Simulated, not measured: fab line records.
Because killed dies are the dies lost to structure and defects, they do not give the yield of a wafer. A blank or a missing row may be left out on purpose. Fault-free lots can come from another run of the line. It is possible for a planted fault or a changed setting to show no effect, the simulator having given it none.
fab line records	flow n5-finfet
record lots=24	wafers=72	last-day=19
route steps=1938 shown BEOL_M8@1366 BEOL_M9@1421 BEOL_M10@1471
lots that met no fault: from a run of the same line without faults
start-h: start of the lot's first displayed wafer, in hours after the record's first day	wait-h: how many hours have passed since the lot's step before this one	" as in the row above	L1.1+2: one row covering several wafers at once	- value missing, or start not given	* or withheld: withheld	< > ~ a bound
route shown NAME@n: names a module that has steps shown in the file, with the first one's number in the route	usual: mean/standard deviation of fault-free wafers	same: alike in all rows	chamber/n: place in a boat	sites: readings site by site	_std_site: their standard deviation	_edge_site: inner sites' mean taken away from outer sites' mean	radius-mm: for every site, how far away it sits from the centre of the wafer	mask NAME#n: copy n	behind: the most recent tool/chamber to have shaped the wafer	hold: reason for holding the lot/hours on hold/outcome of the hold	device: whichever transistor did not switch (one of n, p or np)	end of line: tests run on the same wafers once the route is complete	a step without rows: its recipe alone	killed: not the wafer's yield, but the dies lost to structure and defects at the first sort	map: a wafer's dies, x killed, . not, _ none there
set.NAME: the run value of the setting; set.NAME@STEP: its run value at that earlier step	model.NAME: the simulator's own value behind a step, which no gauge read
the route's steps for a sample of lots (tables are steps, rows are wafers)
services: the hour from which a tool's chamber was out of use, counted from the record's first day as start-h (under 0 if before that day), plus the number of hours and why
## steps
# step N5_BEOL_M8_OVL_MEAS_29
# recipe points-per-wafer=522
# usual V7_OVL=0.1/0.75
lot.wafer	tool	chamber	start-h	wait-h	V7_OVL[nm]
L074.2	overlay-02	0	212.55	0.0	1.2
L074.3	"	0	"	"	2.2
L074.5	"	0	"	"	2.0
L075.3	overlay-02	0	215.71	0.0	-0.4
L075.4	"	0	"	"	-0.8
L075.6	"	0	"	"	-1.1
L077.1	overlay-01	0	266.35	0.0	-0.9
L077.2	"	0	"	"	-0.5
L077.5	"	0	"	"	-1.0
L078.2	overlay-01	0	267.27	0.0	-0.2
L078.3	"	0	"	"	0.6
L078.6	"	0	"	"	0.4
L076.1	overlay-01	0	274.48	0.0	-0.7
L076.5	"	0	"	"	-0.4
L076.6	"	0	"	"	0.0
L083.1	overlay-01	0	278.46	0.0	0.0
L083.2	"	0	"	"	0.2
L083.5	"	0	"	"	0.3
L081.1	overlay-02	0	284.41	0.0	-0.2
L081.2	"	0	"	"	-0.3
L081.4	"	0	"	"	-0.5
L080.1	overlay-02	0	287.79	0.0	0.7
L080.3	"	0	"	"	1.1
L080.4	"	0	"	"	0.5
L079.1	overlay-01	0	297.35	0.0	0.0
L079.2	"	0	"	"	0.9
L079.3	"	0	"	"	0.6
L082.1	overlay-01	0	297.44	0.0	0.0
L082.2	"	0	"	"	-1.0
L082.5	"	0	"	"	0.4
L084.2	overlay-02	0	306.34	0.0	0.2
L084.4	"	0	"	"	1.3
L084.6	"	0	"	"	0.5
L086.1	overlay-01	0	313.24	0.0	0.9
L086.2	"	0	"	"	0.1
L086.4	"	0	"	"	-0.1
L085.3	overlay-01	0	316.04	0.0	1.4
L085.5	"	0	"	"	0.7
L085.6	"	0	"	"	-0.2
L088.1	overlay-01	0	320.92	0.0	0.7
L088.2	"	0	"	"	0.4
L088.4	"	0	"	"	0.1
L087.4	overlay-02	0	321.11	0.0	1.1
L087.5	"	0	"	"	-0.3
L087.6	"	0	"	"	0.5
L091.1	overlay-02	0	335.33	0.0	-0.4
L091.3	"	0	"	"	0.3
L091.6	"	0	"	"	1.5
L089.1	overlay-02	0	343.16	0.0	-0.6
L089.3	"	0	"	"	-0.1
L089.5	"	0	"	"	0.0
L093.1	overlay-01	0	350.77	0.0	-1.1
L093.3	"	0	"	"	0.2
L093.5	"	0	"	"	-0.6
L090.1	overlay-02	0	355.71	0.0	0.3
L090.2	"	0	"	"	-0.9
L090.4	"	0	"	"	-1.4
L094.1	overlay-02	0	363.24	0.0	0.7
L094.2	"	0	"	"	-0.9
L094.5	"	0	"	"	0.3
L092.3	overlay-02	0	365.12	0.0	0.6
L092.4	"	0	"	"	0.2
L092.5	"	0	"	"	0.1
L095.1	overlay-01	0	368.92	0.0	1.3
L095.5	"	0	"	"	-0.1
L095.6	"	0	"	"	0.6
L096.3	overlay-02	0	380.25	0.0	0.7
L096.5	"	0	"	"	0.4
L096.6	"	0	"	"	0.6
L097.1	overlay-01	0	385.53	0.0	0.4
L097.3	"	0	"	"	0.5
L097.5	"	0	"	"	-0.9
# step N5_BEOL_M9_STRIP_67
# recipe chemistry=CF4	resist=SiARC	power-w=300	bias-power-w=75	pressure-mtorr=50	cf4-flow-sccm=150	rf-frequency-hz=6e+07
# usual bias-power-w=75.00/0.22	drypump-motor-current-A=5.73/0.28	oes-product-au=0.78/0.079	rf-vpp-V=270.8/1.6	showerhead-plenum-p-Torr=1.78/0.06	throttle-valve-pct=13.59/0.27
lot.wafer	tool	chamber	start-h	wait-h	bias-power-w	drypump-motor-current-A	oes-product-au	rf-hours-counter-h	rf-vpp-V	showerhead-plenum-p-Torr	throttle-valve-pct
L074.2	rie-diel-05	0	220.64	0.0	74.79	5.76	0.73	198	270.8	1.77	13.76
L074.3	"	1	"	"	74.65	5.17	0.72	185	270.8	1.72	13.92
L074.5	"	1	"	"	75.00	5.18	0.72	-	270.3	1.72	13.93
L075.3	rie-diel-01	0	220.93	0.0	75.15	5.66	0.82	79	269.5	1.74	13.15
L075.4	"	2	"	"	74.78	5.67	0.71	217	272.5	1.82	13.78
L075.6	"	0	"	"	75.50	5.68	0.82	-	270.9	1.74	13.13
L077.1	rie-diel-01	0	272.51	0.0	74.86	5.64	0.80	96	269.6	1.73	13.18
L077.2	"	3	"	"	75.24	5.85	0.89	27	271.8	1.84	13.22
L077.5	"	0	"	"	74.67	5.63	0.80	-	268.8	1.73	13.18
L078.2	rie-diel-01	1	272.80	0.0	75.10	6.09	0.81	90	270.6	1.79	13.46
L078.3	"	0	"	"	74.83	5.64	0.81	96	268.8	1.73	13.16
L078.6	"	3	"	"	75.08	5.85	0.89	-	271.2	1.84	13.24
L076.1	rie-diel-05	2	280.89	0.0	75.06	5.65	0.98	4	271.2	1.77	13.51
L076.5	"	1	"	"	74.97	5.20	0.71	-	270.4	1.72	13.98
L076.6	"	2	"	"	75.02	5.69	0.97	-	270.4	1.77	13.49
L083.1	rie-diel-06	1	285.26	0.0	74.92	6.24	0.72	237	269.1	1.71	13.56
L083.2	"	3	"	"	74.75	5.40	0.82	76	273.4	1.90	13.68
L083.5	"	0	"	"	74.94	5.90	0.73	-	272.1	1.86	13.66
L081.1	rie-diel-01	1	294.83	0.0	75.52	6.11	0.80	96	270.6	1.78	13.47
L081.2	"	0	"	"	74.99	5.64	0.80	103	269.5	1.73	13.19
L081.4	"	2	"	"	75.12	5.65	0.69	240	272.5	1.81	13.82
L080.1	rie-diel-05	3	295.39	0.0	75.09	5.75	0.79	118	269.0	1.75	13.33
L080.3	"	0	"	"	75.25	5.80	0.71	217	270.8	1.77	13.82
L080.4	"	3	"	"	75.30	5.75	0.80	-	270.9	1.75	13.33
L079.1	rie-diel-06	2	304.01	0.0	74.93	6.04	0.72	154	269.2	1.72	13.70
L079.2	"	0	"	"	74.80	5.93	0.73	178	272.9	1.86	13.67
L079.3	"	3	"	"	74.91	5.40	0.81	81	273.0	1.90	13.70
L082.1	rie-diel-01	0	304.11	0.0	74.95	5.63	0.79	106	270.8	1.73	13.20
L082.2	"	1	"	"	74.95	6.12	0.80	99	271.1	1.78	13.47
L082.5	"	2	"	"	75.12	5.64	0.69	-	272.4	1.81	13.81
L084.2	rie-diel-05	1	312.82	0.0	75.30	5.19	0.70	210	267.8	1.71	13.98
L084.4	"	0	"	"	75.17	5.78	0.71	222	270.1	1.77	13.84
L084.6	"	2	"	"	75.02	5.65	0.95	-	270.1	1.77	13.51
L086.1	rie-diel-01	1	321.68	0.0	74.70	6.10	0.79	105	272.2	1.78	13.49
L086.2	"	3	"	"	75.27	5.85	0.86	44	272.5	1.84	13.30
L086.4	"	1	"	"	74.88	6.07	0.80	-	272.4	1.78	13.50
L085.3	rie-diel-06	3	323.10	0.0	74.82	5.43	0.79	86	274.4	1.90	13.70
L085.5	"	2	"	"	74.92	5.99	0.73	-	268.7	1.72	13.70
L085.6	"	1	"	"	74.67	6.22	0.72	-	268.9	1.71	13.59
L088.1	rie-diel-01	0	326.69	0.0	75.10	5.65	0.78	115	268.9	1.73	13.22
L088.2	"	1	"	"	74.68	6.12	0.80	108	271.3	1.78	13.49
L088.4	"	1	"	"	74.75	6.14	0.79	-	270.6	1.78	13.50
L087.4	rie-diel-05	2	326.70	0.0	74.74	5.66	0.94	14	270.0	1.77	13.53
L087.5	"	0	"	"	75.00	5.76	0.71	-	271.6	1.77	13.84
L087.6	"	1	"	"	74.91	5.17	0.70	-	270.0	1.71	13.99
L091.1	rie-diel-05	2	340.85	0.0	74.79	5.65	0.93	19	270.6	1.77	13.53
L091.3	"	1	"	"	74.94	5.18	0.70	219	270.0	1.71	14.02
L091.6	"	0	"	"	75.06	5.76	0.71	-	270.2	1.76	13.84
L089.1	rie-diel-06	2	352.21	0.0	75.19	6.02	0.71	169	268.9	1.72	13.74
L089.3	"	3	"	"	75.25	5.40	0.78	97	271.6	1.90	13.73
L089.5	"	0	"	"	74.93	5.89	0.72	-	272.0	1.85	13.72
L093.1	rie-diel-05	0	357.79	0.0	75.04	5.77	0.70	237	270.3	1.76	13.86
L093.3	"	3	"	"	75.37	5.75	0.78	139	268.2	1.74	13.38
L093.5	"	3	"	"	74.93	5.75	0.78	-	269.1	1.74	13.37
L090.1	rie-diel-06	3	362.82	0.0	75.16	5.41	0.79	101	272.2	1.89	13.76
L090.2	"	1	"	"	75.02	6.21	0.99	1	273.6	1.92	13.01
L090.4	"	2	"	"	74.75	6.00	0.72	173	270.3	1.72	13.74
L094.1	rie-diel-06	0	370.14	0.0	75.23	5.90	0.72	202	272.3	1.85	13.74
L094.2	"	2	"	"	74.80	6.00	0.71	176	268.4	1.72	13.74
L094.5	"	3	"	"	74.65	5.38	0.78	-	273.3	1.89	13.76
L092.3	rie-diel-05	3	372.06	0.0	74.59	5.76	0.77	143	269.9	1.74	13.39
L092.4	"	0	"	"	74.96	5.76	0.70	240	271.3	1.76	13.86
L092.5	"	2	"	"	75.21	5.64	0.91	-	270.0	1.76	13.55
L095.1	rie-diel-05	0	375.85	0.0	75.16	5.78	0.70	242	271.3	1.76	13.86
L095.5	"	0	"	"	75.25	5.80	0.70	-	269.4	1.76	13.87
L095.6	"	3	"	"	75.15	5.76	0.78	-	269.3	1.74	13.39
L096.3	rie-diel-06	2	386.95	0.0	75.05	5.99	0.70	181	270.1	1.72	13.75
L096.5	"	3	"	"	75.43	5.42	0.78	-	272.9	1.89	13.76
L096.6	"	0	"	"	75.35	5.86	0.71	-	272.7	1.85	13.76
L097.1	rie-diel-05	1	393.44	0.0	74.77	5.18	0.68	235	268.5	1.71	14.02
L097.3	"	3	"	"	75.06	5.76	0.77	149	268.8	1.74	13.39
L097.5	"	2	"	"	74.53	5.67	0.90	-	271.1	1.76	13.56
# step N5_BEOL_M9_ALD_74
# recipe material=TaN	target-thk-a=20	temp-c=275	ald-precursor-family=PDMAT	ald-co-reactant=NH3	pressure-torr=3	carrier-flow-sccm=1500	pulse-time-s=2	purge-time-s=3	co-reactant-purge-time-s=2	co-reactant-pulse-time-s=3	ald-cycles=40	precursor-vessel-temp-c=75	precursor-vessel-pressure-torr=26.25	precursor-vessel-carrier-sccm=1000
# usual heater-power-w=419/32	susceptor-temp-C=275.02/0.18
lot.wafer	tool	chamber	start-h	wait-h	heater-power-w	since-wet-clean-h	susceptor-temp-C
L074.2	ald-metal-01	2	224.88	0.2	469	2965	274.96
L074.3	"	0	"	"	437	2965	275.11
L074.5	"	0	"	"	437	-	275.42
L075.3	ald-metal-04	1	227.32	0.0	350	4506	274.68
L075.4	"	3	"	"	422	4506	274.79
L075.6	"	1	"	"	352	-	275.05
L078.2	ald-metal-04	3	276.15	0.0	427	4554	274.62
L078.3	"	2	"	"	416	4554	274.95
L078.6	"	0	"	"	417	-	274.85
L077.1	ald-metal-01	1	276.15	0.0	450	3016	275.02
L077.2	"	0	"	"	434	3016	274.98
L077.5	"	1	"	"	446	-	275.04
L076.1	ald-metal-03	1	285.67	0.1	454	1487	275.31
L076.5	"	3	"	"	362	-	274.99
L076.6	"	2	"	"	403	-	274.69
L083.1	ald-metal-01	2	288.69	0.0	453	3029	274.79
L083.2	"	0	"	"	441	3029	274.99
L083.5	"	2	"	"	455	-	274.81
L080.1	ald-metal-03	1	298.28	0.0	455	1500	274.89
L080.3	"	2	"	"	401	1500	274.86
L080.4	"	3	"	"	358	1500	275.17
L081.1	ald-metal-03	2	298.74	0.1	404	1500	275.23
L081.2	"	3	"	"	375	1500	274.98
L081.4	"	0	"	"	420	1500	275.08
L079.1	ald-metal-01	0	307.29	0.1	421	3047	275.11
L079.2	"	1	"	"	450	3047	275.14
L079.3	"	3	"	"	411	3047	275.32
L082.1	ald-metal-03	3	307.33	0.0	370	1509	274.95
L082.2	"	0	"	"	432	1509	274.85
L082.5	"	1	"	"	463	-	275.13
L084.2	ald-metal-04	1	317.94	0.1	364	4596	275.08
L084.4	"	2	"	"	424	4596	274.79
L084.6	"	1	"	"	348	-	274.93
L086.1	ald-metal-04	0	324.98	0.0	401	4603	274.94
L086.2	"	3	"	"	428	4603	274.99
L086.4	"	1	"	"	360	4603	275.01
L085.3	ald-metal-01	3	325.77	0.0	400	3066	275.00
L085.5	"	0	"	"	441	-	275.09
L085.6	"	1	"	"	457	-	275.34
L088.1	ald-metal-03	2	331.56	0.1	397	1533	275.00
L088.2	"	0	"	"	424	1533	275.05
L088.4	"	3	"	"	366	1533	275.10
L087.4	ald-metal-03	0	332.12	0.1	429	1533	274.58
L087.5	"	0	"	"	439	-	274.85
L087.6	"	1	"	"	452	-	274.94
L091.1	ald-metal-01	1	344.36	0.1	455	3084	275.27
L091.3	"	0	"	"	435	3084	275.18
L091.6	"	0	"	"	420	-	275.02
L089.1	ald-metal-03	0	356.59	0.0	425	1558	275.16
L089.3	"	2	"	"	412	1558	275.15
L089.5	"	1	"	"	448	-	275.20
L093.1	ald-metal-01	0	362.04	0.1	433	3102	274.91
L093.3	"	2	"	"	451	3102	275.25
L093.5	"	1	"	"	442	-	274.92
L090.1	ald-metal-01	1	366.12	0.1	458	3106	275.05
L090.2	"	3	"	"	393	3106	275.21
L090.4	"	2	"	"	465	3106	275.13
L094.1	ald-metal-03	1	372.19	0.0	451	1574	274.61
L094.2	"	2	"	"	395	1574	275.07
L094.5	"	2	"	"	419	-	275.47
L092.3	ald-metal-03	2	375.14	0.1	398	1576	274.76
L092.4	"	3	"	"	360	1576	274.90
L092.5	"	3	"	"	357	-	275.07
L095.1	ald-metal-04	3	378.77	0.1	421	4657	275.04
L095.5	"	2	"	"	407	-	274.90
L095.6	"	1	"	"	354	-	274.90
L096.3	ald-metal-03	2	390.91	0.0	401	1592	274.95
L096.5	"	2	"	"	411	-	274.98
L096.6	"	1	"	"	461	-	275.22
L097.1	ald-metal-01	1	397.30	0.0	450	3137	274.97
L097.3	"	0	"	"	441	3137	275.14
L097.5	"	3	"	"	407	-	274.80
# step N5_BEOL_M9_RS_MEAS_57
# recipe thk-meas-gauge=four-point-probe	reads=Cu_of_BEOL_M9_ECD_50+Co_of_BEOL_M9_CVD_78+TaN_of_BEOL_M9_ALD_74
# usual M9_RS=0.152/0.0045
lot.wafer	tool	chamber	start-h	wait-h	M9_RS[ohm/sq]
L074.2	film-metro-02	-	228.17	0.1	0.152
L074.3	"	-	"	"	0.154
L074.5	"	-	"	"	0.148
L075.3	film-metro-01	-	228.90	0.1	0.145
L075.4	"	-	"	"	0.154
L075.6	"	-	"	"	0.163
L078.2	film-metro-01	-	278.37	0.1	0.151
L078.3	"	-	"	"	0.146
L078.6	"	-	"	"	0.150
L077.1	film-metro-02	-	278.44	0.1	0.158
L077.2	"	-	"	"	0.155
L077.5	"	-	"	"	0.154
L076.1	film-metro-01	-	288.68	0.1	0.150
L076.5	"	-	"	"	0.151
L076.6	"	-	"	"	0.151
L083.1	film-metro-01	-	290.12	0.1	0.157
L083.2	"	-	"	"	0.147
L083.5	"	-	"	"	0.153
L080.1	film-metro-01	-	299.75	0.1	0.154
L080.3	"	-	"	"	0.156
L080.4	"	-	"	"	0.157
L081.1	film-metro-02	-	300.32	0.1	0.150
L081.2	"	-	"	"	0.153
L081.4	"	-	"	"	0.150
L079.1	film-metro-02	-	308.76	0.1	0.148
L079.2	"	-	"	"	0.152
L079.3	"	-	"	"	0.154
L082.1	film-metro-02	-	309.06	0.1	0.154
L082.2	"	-	"	"	0.148
L082.5	"	-	"	"	0.156
L084.2	film-metro-01	-	320.57	0.1	0.155
L084.4	"	-	"	"	0.149
L084.6	"	-	"	"	0.157
L086.1	film-metro-01	-	326.52	0.1	0.152
L086.2	"	-	"	"	0.154
L086.4	"	-	"	"	0.156
L085.3	film-metro-01	-	328.00	0.3	0.154
L085.5	"	-	"	"	0.150
L085.6	"	-	"	"	0.150
L088.1	film-metro-01	-	333.19	0.1	0.146
L088.2	"	-	"	"	0.156
L088.4	"	-	"	"	0.158
L087.4	film-metro-01	-	336.30	0.0	0.155
L087.5	"	-	"	"	0.153
L087.6	"	-	"	"	0.149
L091.1	film-metro-01	-	345.99	0.1	0.155
L091.3	"	-	"	"	0.160
L091.6	"	-	"	"	0.158
L089.1	film-metro-01	-	358.10	0.1	0.154
L089.3	"	-	"	"	0.151
L089.5	"	-	"	"	0.160
L093.1	film-metro-01	-	364.55	0.1	0.150
L093.3	"	-	"	"	0.150
L093.5	"	-	"	"	0.142
L090.1	film-metro-02	-	367.66	0.1	0.153
L090.2	"	-	"	"	0.153
L090.4	"	-	"	"	0.142
L094.1	film-metro-01	-	374.86	0.1	0.145
L094.2	"	-	"	"	0.152
L094.5	"	-	"	"	0.151
L092.3	film-metro-02	-	376.94	0.1	0.155
L092.4	"	-	"	"	0.151
L092.5	"	-	"	"	0.155
L095.1	film-metro-02	-	380.33	0.1	0.159
L095.5	"	-	"	"	0.159
L095.6	"	-	"	"	0.159
L096.3	film-metro-02	-	393.01	0.1	0.151
L096.5	"	-	"	"	0.150
L096.6	"	-	"	"	0.152
L097.1	film-metro-02	-	398.87	0.1	0.144
L097.3	"	-	"	"	0.152
L097.5	"	-	"	"	0.143
# step N5_BEOL_M10_CURE_71
# recipe temp-c=385	time-s=240	ambient=He/Ar	material=SiCOH_lowk
# usual lamp-power-pct=52.31/0.054	wafer_temp_C_max=387.1/0.57
lot.wafer	tool	chamber	start-h	wait-h	lamp-power-pct	wafer_temp_C_max
L074.2	uv-cure-02	0	228.40	0.1	52.31	386.7
L074.3	"	0	"	"	52.33	386.6
L074.5	"	0	"	"	52.33	386.7
L075.3	uv-cure-02	2	229.20	0.2	52.33	387.5
L075.4	"	2	"	"	52.26	387.0
L075.6	"	2	"	"	52.43	387.6
L078.2	uv-cure-01	1	278.59	0.1	52.31	387.0
L078.3	"	1	"	"	52.31	387.0
L078.6	"	1	"	"	52.31	387.1
L077.1	uv-cure-02	0	278.79	0.3	52.36	386.6
L077.2	"	0	"	"	52.28	387.5
L077.5	"	0	"	"	52.37	386.5
L076.1	uv-cure-02	2	288.85	0.1	52.33	388.3
L076.5	"	2	"	"	52.28	387.2
L076.6	"	2	"	"	52.31	387.6
L083.1	uv-cure-01	1	290.26	0.0	52.26	386.7
L083.2	"	1	"	"	52.25	386.5
L083.5	"	1	"	"	52.26	386.9
L080.1	uv-cure-03	2	299.89	0.0	52.32	386.9
L080.3	"	2	"	"	52.27	387.9
L080.4	"	2	"	"	52.35	386.7
L081.1	uv-cure-01	1	300.46	0.0	52.32	386.7
L081.2	"	1	"	"	52.30	386.6
L081.4	"	1	"	"	52.35	386.5
L079.1	uv-cure-03	1	308.90	0.0	52.34	386.9
L079.2	"	1	"	"	52.32	386.8
L079.3	"	1	"	"	52.33	386.4
L082.1	uv-cure-02	1	309.20	0.0	52.26	388.7
L082.2	"	1	"	"	52.25	387.7
L082.5	"	1	"	"	52.33	387.0
L084.2	uv-cure-03	1	320.79	0.1	52.28	386.9
L084.4	"	1	"	"	52.32	387.1
L084.6	"	1	"	"	52.45	386.7
L086.1	uv-cure-01	1	326.66	0.0	52.29	387.4
L086.2	"	1	"	"	52.29	386.8
L086.4	"	1	"	"	52.25	387.7
L085.3	uv-cure-02	2	328.30	0.2	52.33	387.5
L085.5	"	2	"	"	52.21	387.8
L085.6	"	2	"	"	52.33	387.1
L088.1	uv-cure-01	2	333.33	0.0	52.28	387.8
L088.2	"	2	"	"	52.38	387.0
L088.4	"	2	"	"	52.32	386.5
L087.4	uv-cure-02	0	337.07	0.7	52.28	387.4
L087.5	"	0	"	"	52.31	386.7
L087.6	"	0	"	"	52.27	387.6
L091.1	uv-cure-02	1	346.13	0.0	52.35	387.6
L091.3	"	1	"	"	52.37	387.8
L091.6	"	1	"	"	52.19	388.0
L089.1	uv-cure-03	1	358.24	0.0	52.35	387.1
L089.3	"	1	"	"	52.40	387.0
L089.5	"	1	"	"	52.32	387.5
L093.1	uv-cure-02	0	364.69	0.0	52.37	386.3
L093.3	"	0	"	"	52.37	386.4
L093.5	"	0	"	"	52.22	386.6
L090.1	uv-cure-01	0	367.80	0.0	52.19	386.6
L090.2	"	0	"	"	52.36	386.8
L090.4	"	0	"	"	52.29	386.7
L094.1	uv-cure-02	2	375.00	0.0	52.36	387.4
L094.2	"	2	"	"	52.29	387.9
L094.5	"	2	"	"	52.24	387.5
L092.3	uv-cure-01	0	377.24	0.2	52.24	386.8
L092.4	"	0	"	"	52.31	386.1
L092.5	"	0	"	"	52.29	386.4
L095.1	uv-cure-03	1	380.47	0.0	52.33	386.7
L095.5	"	1	"	"	52.33	387.2
L095.6	"	1	"	"	52.39	387.1
L096.3	uv-cure-01	0	393.50	0.4	52.38	386.4
L096.5	"	0	"	"	52.31	386.5
L096.6	"	0	"	"	52.33	386.2
L097.1	uv-cure-02	1	399.04	0.1	52.38	388.5
L097.3	"	1	"	"	52.37	387.3
L097.5	"	1	"	"	52.34	387.0
# step N5_BEOL_M10_HM_DEP_02
# recipe material=TiN	target-thk-a=200	temp-c=25	chamber-pressure-pa=0.49996
# usual susceptor-temp-C=25.01/0.11	throttle-valve-pct=29.9/1.5
lot.wafer	tool	chamber	start-h	wait-h	susceptor-temp-C	throttle-valve-pct
L074.2	pvd-sputter-01	-	231.07	2.2	24.88	28.4
L074.3	"	-	"	"	24.81	30.9
L074.5	"	-	"	"	25.11	32.6
L075.3	pvd-sputter-01	-	231.27	1.7	25.01	32.8
L075.4	"	-	"	"	25.12	28.5
L075.6	"	-	"	"	25.12	28.6
L078.2	pvd-sputter-03	-	280.03	1.0	24.89	28.9
L078.3	"	-	"	"	24.84	29.6
L078.6	"	-	"	"	25.11	28.5
L077.1	pvd-sputter-01	-	280.21	0.9	24.84	30.7
L077.2	"	-	"	"	24.99	31.0
L077.5	"	-	"	"	25.05	32.8
L076.1	pvd-sputter-03	-	293.41	4.0	24.78	29.1
L076.5	"	-	"	"	24.97	28.7
L076.6	"	-	"	"	24.96	28.0
L083.1	pvd-sputter-03	-	294.27	3.4	24.90	29.1
L083.2	"	-	"	"	24.94	28.2
L083.5	"	-	"	"	25.01	29.0
L080.1	pvd-sputter-01	-	300.68	0.2	25.22	30.9
L080.3	"	-	"	"	24.97	28.4
L080.4	"	-	"	"	25.02	32.8
L081.1	pvd-sputter-01	-	301.09	0.1	25.07	32.8
L081.2	"	-	"	"	25.03	28.4
L081.4	"	-	"	"	25.00	31.0
L079.1	pvd-sputter-03	-	311.24	1.8	24.98	29.3
L079.2	"	-	"	"	25.00	29.6
L079.3	"	-	"	"	25.05	28.8
L082.1	pvd-sputter-03	-	311.34	1.6	24.85	28.7
L082.2	"	-	"	"	25.04	28.0
L082.5	"	-	"	"	25.06	29.0
L084.2	pvd-sputter-01	-	322.17	0.9	24.94	32.8
L084.4	"	-	"	"	25.06	32.7
L084.6	"	-	"	"	25.11	28.7
L086.1	pvd-sputter-01	-	328.87	1.6	25.08	32.7
L086.2	"	-	"	"	24.93	28.5
L086.4	"	-	"	"	25.03	31.0
L085.3	pvd-sputter-01	-	329.93	1.2	24.85	32.4
L085.5	"	-	"	"	24.95	31.0
L085.6	"	-	"	"	24.87	28.4
L088.1	pvd-sputter-03	-	336.28	2.4	24.98	27.9
L088.2	"	-	"	"	24.99	29.1
L088.4	"	-	"	"	25.15	29.8
L087.4	pvd-sputter-01	-	339.32	1.7	25.02	31.0
L087.5	"	-	"	"	24.89	28.6
L087.6	"	-	"	"	25.21	32.5
L091.1	pvd-sputter-03	-	347.60	0.9	25.09	28.1
L091.3	"	-	"	"	25.06	29.7
L091.6	"	-	"	"	25.03	27.7
L089.1	pvd-sputter-02	-	361.36	2.5	24.93	28.8
L089.3	"	-	"	"	24.94	31.4
L089.5	"	-	"	"	24.94	29.2
L093.1	pvd-sputter-03	-	365.73	0.5	25.21	29.7
L093.3	"	-	"	"	24.96	28.1
L093.5	"	-	"	"	25.03	29.2
L090.1	pvd-sputter-02	-	369.60	1.2	24.84	30.1
L090.2	"	-	"	"	25.20	31.3
L090.4	"	-	"	"	25.00	28.8
L094.1	pvd-sputter-02	-	376.28	0.7	25.00	31.2
L094.2	"	-	"	"	25.12	28.7
L094.5	"	-	"	"	25.11	28.9
L092.3	pvd-sputter-01	-	378.49	0.8	24.89	30.6
L092.4	"	-	"	"	25.11	32.9
L092.5	"	-	"	"	25.13	32.5
L095.1	pvd-sputter-02	-	381.46	0.4	25.06	28.9
L095.5	"	-	"	"	25.02	31.2
L095.6	"	-	"	"	25.13	31.4
L096.3	pvd-sputter-03	-	396.37	2.1	25.18	29.0
L096.5	"	-	"	"	25.18	27.9
L096.6	"	-	"	"	25.08	28.8
L097.1	pvd-sputter-03	-	401.91	2.3	25.02	29.0
L097.3	"	-	"	"	25.13	27.8
L097.5	"	-	"	"	24.91	29.0
## services
tool	chamber	start-h	hours	kind
uv-cure-02	-	199.83	6.7	repair
ald-metal-01	-	209.19	8.7	pm
uv-cure-01	-	217.17	13.8	repair
rie-diel-01	1	226.27	14.9	repair
rie-diel-01	3	231.16	2.1	repair
uv-cure-03	-	242.79	2.1	pm
rie-diel-01	1	243.55	4.0	repair
rie-diel-05	2	245.07	-	clean
ald-metal-01	-	249.05	6.0	pm
ald-metal-01	2	260.46	27.8	repair
ald-metal-01	3	266.27	24.0	repair
rie-diel-05	2	283.64	2.9	repair
rie-diel-05	2	290.80	7.5	repair
ald-metal-04	1	297.45	3.5	repair
uv-cure-03	-	331.72	6.1	repair
ald-metal-01	3	342.40	1.5	repair
rie-diel-05	2	344.91	8.1	repair
uv-cure-02	-	352.21	2.4	repair
uv-cure-01	-	352.35	2.4	repair
rie-diel-01	1	352.91	9.1	repair
uv-cure-03	-	359.77	7.5	pm
rie-diel-01	0	360.33	9.2	repair
uv-cure-01	-	375.97	0.5	repair
ald-metal-04	-	400.94	2.8	pm
## key
fault none
